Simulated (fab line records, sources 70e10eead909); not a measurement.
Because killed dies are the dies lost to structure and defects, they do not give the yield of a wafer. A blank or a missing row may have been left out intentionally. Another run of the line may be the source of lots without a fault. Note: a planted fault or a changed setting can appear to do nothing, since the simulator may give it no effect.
fab line records + flow nandHarc + part 2 of 2: steps 16 to 23 of 23
record
- lots=5
- wafers=15
- lastDay=26
route steps=1159 shown A_CONTACT@899
lots that met no fault: from a run of the same line without faults
startH: hours from the record's first day to the start of the lot's first wafer shown + waitH: how many hours have passed since the lot's step before this one + " repeats the value in the row above + L1.1+2: one row covering several wafers at once + - either no value or no given start + * or withheld: withheld + < > ~ a bound
route shown NAME@n: a module of which the file shows steps, and the number in the route of the first + usual: mean/standard deviation taken from wafers without a fault + same: alike in all rows + chamber/n: place in a boat + sites: each site's reading + _std_site: their standard deviation + _edge_site: outer sites' mean less inner sites' + radiusMm: how far each site lies from the wafer's centre + mask NAME#n: copy n + behind: tool/chamber where the wafer was last shaped + hold: why the lot went on hold/how many hours it stayed there/how the hold came to an end + device: names the non-switching transistor (n, p or np) + end of line: the same wafers' tests at the end of the route + where a step has no rows: the recipe by itself + killed: the dies lost at the first sort to structure and to defects; this is not the yield of the wafer + map: a wafer's dies, marking killed ones x, the rest . and places with no die _
set.NAME: setting as actually run; set.NAME@STEP: the setting as run at that earlier step + model.NAME: the simulator's own value behind a step, which no gauge read
lots at selected steps of the route; one table per step, one row per wafer
services: when a tool's chamber went out of use (startH, in hours from the record's first day, below 0 if earlier), for how many hours, and the reason
## steps
# step NHARC_A_CONTACT_ETCH_91
# recipe
- targetDepthA=400
- overEtchFrac=0.5
- timeS=85.7
- ionEnergyEv=120
- ch3fFlowSccm=50
- o2FlowSccm=30
- arFlowSccm=200
- rfW=500
- biasW=100
- chemistry=CH3F/O2
# usual
- drypumpMotorCurrentA=5.8/0.5
- oesProductAu=0.96/0.037
- rfFwdPowerW=496.1/1.4
- rfVppV=244.9/1.6
- showerheadPlenumPTorr=2.49/0.092
- throttleValvePct=20.663/0.0088
# same
- overEtchFrac=0.5
| lot.wafer | tool       | chamber | startH | waitH | drypumpMotorCurrentA | oesProductAu | rfFwdPowerW | rfHoursCounterH | rfVppV | showerheadPlenumPTorr | throttleValvePct |
|-----------|------------|---------|--------|-------|----------------------|--------------|-------------|-----------------|--------|-----------------------|------------------|
| L075.2    | rieDiel-11 | 1       | 388.87 | 0.5   | 5.5                  | 0.92         | 494.8       | 7               | 246.3  | 2.55                  | 20.662           |
| L075.1    | "          | 2       | "      | "     | 5.5                  | 0.94         | 495.4       | 6               | 247.1  | 2.66                  | 20.653           |
| L075.6    | "          | 3       | "      | "     | 6.6                  | 0.94         | 496.9       | -               | 245.6  | 2.51                  | 20.670           |
| L077.4    | rieDiel-13 | 2       | 401.66 | 0.4   | 6.0                  | 0.94         | 497.1       | 22              | 241.6  | 2.33                  | 20.660           |
| L077.1    | "          | 0       | "      | "     | 5.6                  | 0.92         | 494.1       | 24              | 244.8  | 2.46                  | 20.666           |
| L077.2    | "          | 1       | "      | "     | 5.2                  | 0.93         | 496.7       | 24              | 246.4  | 2.50                  | 20.653           |
| L086.1    | rieDiel-07 | 1       | 459.42 | 0.6   | 4.7                  | 0.91         | 501.3       | 13              | 242.0  | 2.37                  | 20.656           |
| L086.6    | "          | 3       | "      | "     | 5.6                  | 0.93         | 496.1       | -               | 245.9  | 2.61                  | 20.663           |
| L086.5    | "          | 1       | "      | "     | 4.7                  | 0.90         | 497.1       | -               | 242.6  | 2.37                  | 20.675           |
| L095.3    | rieDiel-07 | 3       | 505.17 | 0.4   | 5.6                  | 1.01         | 495.2       | 31              | 245.7  | 2.60                  | 20.662           |
| L095.6    | "          | 2       | "      | "     | 6.0                  | 0.99         | 498.7       | -               | 245.5  | 2.55                  | 20.677           |
| L095.5    | "          | 3       | "      | "     | 5.6                  | 1.02         | 495.1       | -               | 247.2  | 2.60                  | 20.670           |
| L093.3    | rieDiel-13 | 1       | 515.56 | 0.4   | 5.2                  | 0.93         | 498.1       | 9               | 242.8  | 2.49                  | 20.661           |
| L093.2    | "          | 3       | "      | "     | 6.2                  | 0.94         | 496.6       | 9               | 244.9  | 2.54                  | 20.667           |
| L093.1    | "          | 0       | "      | "     | 5.6                  | 0.91         | 494.7       | 9               | 243.7  | 2.45                  | 20.673           |
# step NHARC_A_CONTACT_ETCH_97
# recipe
- targetDepthA=200
- overEtchFrac=0.5
- timeS=10
- ionEnergyEv=250
- c4f6FlowSccm=25
- o2FlowSccm=20
- arFlowSccm=500
- rfW=600
- biasW=500
- chemistry=C4F6/O2
# usual
- drypumpMotorCurrentA=5.8/0.48
- oesProductAu=0.971/0.026
- rfFwdPowerW=585.3/1.7
- rfVppV=548.0/2.9
- showerheadPlenumPTorr=3.98/0.14
- throttleValvePct=26.904/0.0085
# same
- overEtchFrac=0.5
| lot.wafer | tool       | chamber | startH | waitH | drypumpMotorCurrentA | oesProductAu | rfFwdPowerW | rfHoursCounterH | rfVppV | showerheadPlenumPTorr | throttleValvePct |
|-----------|------------|---------|--------|-------|----------------------|--------------|-------------|-----------------|--------|-----------------------|------------------|
| L075.1    | rieDiel-11 | 2       | -      | -     | 5.5                  | 0.969        | 586.1       | 6               | 553.0  | 4.22                  | 26.890           |
| L075.2    | "          | 0       | "      | "     | 5.8                  | 0.975        | 585.3       | 7               | 547.9  | 3.95                  | 26.899           |
| L075.6    | "          | 2       | "      | "     | 5.5                  | 0.965        | 586.4       | -               | 553.3  | 4.22                  | 26.910           |
| L077.4    | rieDiel-13 | 0       | -      | -     | 5.5                  | 0.936        | 584.0       | 24              | 548.1  | 3.92                  | 26.901           |
| L077.1    | "          | 1       | "      | "     | 5.3                  | 0.943        | 584.7       | 24              | 547.8  | 3.98                  | 26.892           |
| L077.2    | "          | 2       | "      | "     | 6.1                  | 0.964        | 583.7       | 22              | 543.7  | 3.73                  | 26.903           |
| L086.1    | rieDiel-07 | 3       | 459.55 | 0.1   | 5.5                  | 0.985        | 586.4       | 12              | 552.8  | 4.15                  | 26.909           |
| L086.5    | "          | 1       | "      | "     | 4.8                  | 0.948        | 588.9       | -               | 543.9  | 3.79                  | 26.910           |
| L086.6    | "          | 3       | "      | "     | 5.5                  | 0.978        | 584.6       | -               | 551.3  | 4.15                  | 26.890           |
| L095.3    | rieDiel-07 | 3       | -      | -     | 5.6                  | 1.015        | 586.9       | 31              | 550.1  | 4.14                  | 26.901           |
| L095.6    | "          | 1       | "      | "     | 4.8                  | 0.987        | 589.1       | -               | 544.8  | 3.77                  | 26.896           |
| L095.5    | "          | 2       | "      | "     | 5.9                  | 1.004        | 583.8       | -               | 549.9  | 4.06                  | 26.913           |
| L093.3    | rieDiel-13 | 2       | -      | -     | 6.0                  | 0.956        | 583.0       | 9               | 542.6  | 3.72                  | 26.918           |
| L093.2    | "          | 3       | "      | "     | 6.2                  | 0.957        | 586.2       | 9               | 549.7  | 4.04                  | 26.908           |
| L093.1    | "          | 0       | "      | "     | 5.5                  | 0.929        | 587.6       | 9               | 546.3  | 3.91                  | 26.912           |
# step NHARC_A_CONTACT_CD_MEAS_80
# usual
- cdNm=189.7/0.67
| lot.wafer | tool     | chamber | startH | waitH | cdNm  |
|-----------|----------|---------|--------|-------|-------|
| L075.1    | cdSem-03 | -       | 389.38 | -     | 189.4 |
| L075.2    | "        | -       | "      | "     | 189.1 |
| L075.6    | "        | -       | "      | "     | 188.7 |
| L077.1    | cdSem-02 | -       | 401.88 | -     | 188.4 |
| L077.2    | "        | -       | "      | "     | 188.7 |
| L077.4    | "        | -       | "      | "     | 188.1 |
| L086.1    | cdSem-01 | -       | 459.63 | -     | 189.9 |
| L086.5    | "        | -       | "      | "     | 190.5 |
| L086.6    | "        | -       | "      | "     | 190.7 |
| L095.3    | cdSem-01 | -       | 505.38 | -     | 188.9 |
| L095.5    | "        | -       | "      | "     | 188.5 |
| L095.6    | "        | -       | "      | "     | 189.2 |
| L093.1    | cdSem-01 | -       | 515.78 | -     | 190.2 |
| L093.2    | "        | -       | "      | "     | 189.6 |
| L093.3    | "        | -       | "      | "     | 190.6 |
# step NHARC_A_CONTACT_STRIP_103
# recipe
- n2FlowSccm=150
- h2FlowSccm=150
- arFlowSccm=0
- biasW=0
- chemistry=N2/H2
| lot.wafer  | tool       | chamber | startH | waitH |
|------------|------------|---------|--------|-------|
| L075.1+2+6 | rieDiel-07 | 2,0,0   | 389.48 | 0.1   |
| L077.1+2+4 | rieDiel-13 | 1,2,3   | 401.96 | 0.1   |
| L086.1+6+5 | rieDiel-07 | 0,1,3   | 459.79 | 0.2   |
| L095.3+5+6 | rieDiel-11 | 3,2,3   | 505.46 | 0.1   |
| L093.3+1+2 | rieDiel-13 | 1,2,3   | 515.86 | 0.1   |
# step NHARC_A_CONTACT_STRIP_104
# recipe
- cf4FlowSccm=100
- chf3FlowSccm=30
- arFlowSccm=0
- biasW=0
- chemistry=CF4/CHF3
| lot.wafer  | tool       | chamber | startH | waitH |
|------------|------------|---------|--------|-------|
| L075.2+1+6 | rieDiel-07 | 2,1,2   | 389.76 | 0.3   |
| L077.4+1+2 | rieDiel-13 | 0,1,3   | 402.11 | 0.1   |
| L086.1+6+5 | rieDiel-07 | 0,1,0   | 460.02 | 0.2   |
| L095.3+6+5 | rieDiel-11 | 1,1,2   | 505.54 | 0.1   |
| L093.2+3+1 | rieDiel-13 | 0,1,3   | 515.95 | 0.1   |
# step NHARC_A_CONTACT_STRIP_105
# recipe
- o2FlowSccm=400
- cosFlowSccm=20
- arFlowSccm=0
- biasW=0
- chemistry=O2/COS
| lot.wafer  | tool       | chamber | startH | waitH |
|------------|------------|---------|--------|-------|
| L075.2+1+6 | rieDiel-07 | 0,2,2   | 389.89 | 0.1   |
| L077.4+2+1 | rieDiel-13 | 3,1,2   | 402.18 | 0.1   |
| L086.1+5+6 | rieDiel-07 | 0,3,0   | 460.49 | 0.5   |
| L095.3+6+5 | rieDiel-11 | 3,0,1   | 505.61 | 0.1   |
| L093.1+3+2 | rieDiel-13 | 3,1,2   | 516.01 | 0.0   |
# step NHARC_A_CONTACT_ETCH_106
# recipe
- targetDepthA=600
- overetchA=60
- timeS=33
- ionEnergyEv=100
- cf4FlowSccm=80
- o2FlowSccm=20
- arFlowSccm=0
- rfW=300
- biasW=100
- chemistry=CF4/O2
# usual
- drypumpMotorCurrentA=5.8/0.51
- oes_f_703_au=1.000/0.0045
- oes_o_777_au=1.000/0.0045
- oesProductAu=1.007/0.014
- rfFwdPowerW=295.5/1.2
- rfVppV=198.1/1.3
- showerheadPlenumPTorr=1.35/0.053
- throttleValvePct=13.396/0.0088
| lot.wafer | tool       | chamber | startH | waitH | drypumpMotorCurrentA | oes_f_703_au | oes_o_777_au | oesProductAu | rfFwdPowerW | rfHoursCounterH | rfVppV | showerheadPlenumPTorr | throttleValvePct |
|-----------|------------|---------|--------|-------|----------------------|--------------|--------------|--------------|-------------|-----------------|--------|-----------------------|------------------|
| L075.2    | rieDiel-07 | 1       | 390.08 | 0.2   | 4.7                  | 1.003        | 1.002        | 1.008        | 297.7       | 60              | 198.1  | 1.29                  | 13.388           |
| L075.1    | "          | 2       | "      | "     | 6.0                  | 1.001        | 0.995        | 1.005        | 295.9       | 55              | 197.6  | 1.39                  | 13.405           |
| L075.6    | "          | 2       | "      | "     | 5.9                  | 1.008        | 1.005        | 1.019        | 295.6       | -               | 198.8  | 1.39                  | 13.411           |
| L077.2    | rieDiel-13 | 3       | 402.24 | 0.1   | 6.2                  | 0.998        | 1.001        | 0.993        | 296.3       | 23              | 198.9  | 1.38                  | 13.387           |
| L077.1    | "          | 0       | "      | "     | 5.6                  | 0.998        | 1.000        | 0.995        | 294.8       | 24              | 198.2  | 1.33                  | 13.406           |
| L077.4    | "          | 1       | "      | "     | 5.2                  | 0.988        | 1.001        | 1.015        | 294.7       | 24              | 198.3  | 1.36                  | 13.389           |
| L086.1    | rieDiel-07 | 1       | 460.96 | 0.5   | 4.7                  | 1.004        | 0.996        | 0.972        | 297.2       | 13              | 196.5  | 1.28                  | 13.383           |
| L086.6    | "          | 1       | "      | "     | 4.8                  | 1.001        | 0.997        | 0.983        | 297.7       | -               | 198.1  | 1.28                  | 13.393           |
| L086.5    | "          | 3       | "      | "     | 5.5                  | 1.000        | 0.992        | 1.011        | 294.3       | -               | 199.4  | 1.42                  | 13.392           |
| L095.3    | rieDiel-11 | 3       | 505.67 | 0.1   | 6.6                  | 1.000        | 1.007        | 1.008        | 295.8       | 50              | 197.5  | 1.35                  | 13.397           |
| L095.6    | "          | 1       | "      | "     | 5.5                  | 1.002        | 0.997        | 0.987        | 295.2       | -               | 197.6  | 1.38                  | 13.398           |
| L095.5    | "          | 2       | "      | "     | 5.5                  | 1.002        | 0.998        | 1.021        | 298.5       | -               | 199.9  | 1.43                  | 13.407           |
| L093.3    | rieDiel-13 | 2       | 516.07 | 0.1   | 6.0                  | 0.999        | 1.004        | 1.016        | 293.1       | 9               | 195.9  | 1.26                  | 13.387           |
| L093.2    | "          | 3       | "      | "     | 6.2                  | 0.996        | 1.000        | 1.013        | 297.8       | 9               | 200.4  | 1.38                  | 13.396           |
| L093.1    | "          | 0       | "      | "     | 5.6                  | 0.993        | 1.000        | 0.989        | 294.9       | 9               | 197.0  | 1.33                  | 13.401           |
# step NHARC_A_CONTACT_STRIP_82
# recipe
- o2FlowSccm=500
- arFlowSccm=0
- biasW=0
- chemistry=O2
# usual
- drypumpMotorCurrentA=5.8/0.51
- oesProductAu=1.005/0.014
- rfVppV=57.9/0.84
- showerheadPlenumPTorr=3.56/0.13
- throttleValvePct=17.036/0.0092
| lot.wafer | tool       | chamber | startH | waitH | drypumpMotorCurrentA | oesProductAu | rfHoursCounterH | rfVppV | showerheadPlenumPTorr | throttleValvePct |
|-----------|------------|---------|--------|-------|----------------------|--------------|-----------------|--------|-----------------------|------------------|
| L075.1    | rieDiel-07 | 0       | -      | -     | 6.7                  | 0.998        | 60              | 57.9   | 3.39                  | 17.043           |
| L075.2    | "          | 1       | "      | "     | 4.7                  | 1.006        | 60              | 57.6   | 3.41                  | 17.036           |
| L075.6    | "          | 2       | "      | "     | 5.9                  | 1.007        | -               | 57.6   | 3.67                  | 17.029           |
| L077.2    | rieDiel-13 | 0       | -      | -     | 5.6                  | 0.990        | 24              | 59.1   | 3.53                  | 17.039           |
| L077.1    | "          | 2       | "      | "     | 6.1                  | 1.023        | 22              | 57.5   | 3.35                  | 17.036           |
| L077.4    | "          | 3       | "      | "     | 6.2                  | 1.003        | 23              | 58.4   | 3.65                  | 17.026           |
| L086.1    | rieDiel-07 | 1       | -      | -     | 4.8                  | 0.983        | 14              | 59.1   | 3.40                  | 17.058           |
| L086.5    | "          | 1       | "      | "     | 4.8                  | 0.977        | -               | 57.7   | 3.40                  | 17.028           |
| L086.6    | "          | 0       | "      | "     | 6.7                  | 1.016        | -               | 56.7   | 3.38                  | 17.040           |
| L095.3    | rieDiel-11 | 2       | -      | -     | 5.5                  | 1.028        | 52              | 58.4   | 3.78                  | 17.027           |
| L095.5    | "          | 0       | "      | "     | 5.8                  | 1.019        | -               | 57.9   | 3.53                  | 17.010           |
| L095.6    | "          | 1       | "      | "     | 5.5                  | 1.004        | -               | 56.7   | 3.63                  | 17.044           |
| L093.2    | rieDiel-13 | 1       | -      | -     | 5.2                  | 1.013        | 9               | 56.6   | 3.57                  | 17.044           |
| L093.3    | "          | 2       | "      | "     | 6.0                  | 1.011        | 9               | 57.3   | 3.34                  | 17.040           |
| L093.1    | "          | 3       | "      | "     | 6.2                  | 1.007        | 9               | 57.3   | 3.64                  | 17.017           |
## services
| tool          | chamber | startH | hours | kind      |
|---------------|---------|--------|-------|-----------|
| rieDiel-13    | 3       | 363.34 | 4.3   | repair    |
| rieDiel-11    | -       | 366.67 | 9.0   | pm        |
| rieDiel-07    | 3       | 371.03 | 30.2  | repair    |
| rieDiel-07    | 0       | 384.89 | -     | clean     |
| rieDiel-07    | 1       | 384.89 | -     | clean     |
| rieDiel-07    | 2       | 384.89 | -     | clean     |
| rieDiel-07    | -       | 405.26 | 9.0   | pm        |
| rieDiel-07    | 0       | 405.26 | 9.0   | ventCycle |
| rieDiel-07    | 1       | 405.26 | 9.0   | ventCycle |
| rieDiel-07    | 2       | 405.26 | 9.0   | ventCycle |
| rieDiel-07    | 3       | 405.26 | 9.0   | ventCycle |
| harCapEtch-01 | -       | 411.28 | 0.1   | repair    |
| rieDiel-07    | 0       | 414.26 | -     | clean     |
| rieDiel-07    | 1       | 414.26 | -     | clean     |
| rieDiel-07    | 2       | 414.26 | -     | clean     |
| rieDiel-07    | 3       | 414.26 | -     | clean     |
| rieDiel-07    | 0       | 438.76 | -     | clean     |
| rieDiel-07    | 1       | 438.76 | -     | clean     |
| rieDiel-07    | 2       | 438.76 | -     | clean     |
| rieDiel-07    | 3       | 438.76 | -     | clean     |
| rieDiel-07    | 2       | 443.45 | 30.7  | repair    |
| rieDiel-07    | 0       | 448.96 | 4.0   | repair    |
| rieDiel-13    | -       | 453.00 | 9.0   | pm        |
| rieDiel-07    | 0       | 463.26 | -     | clean     |
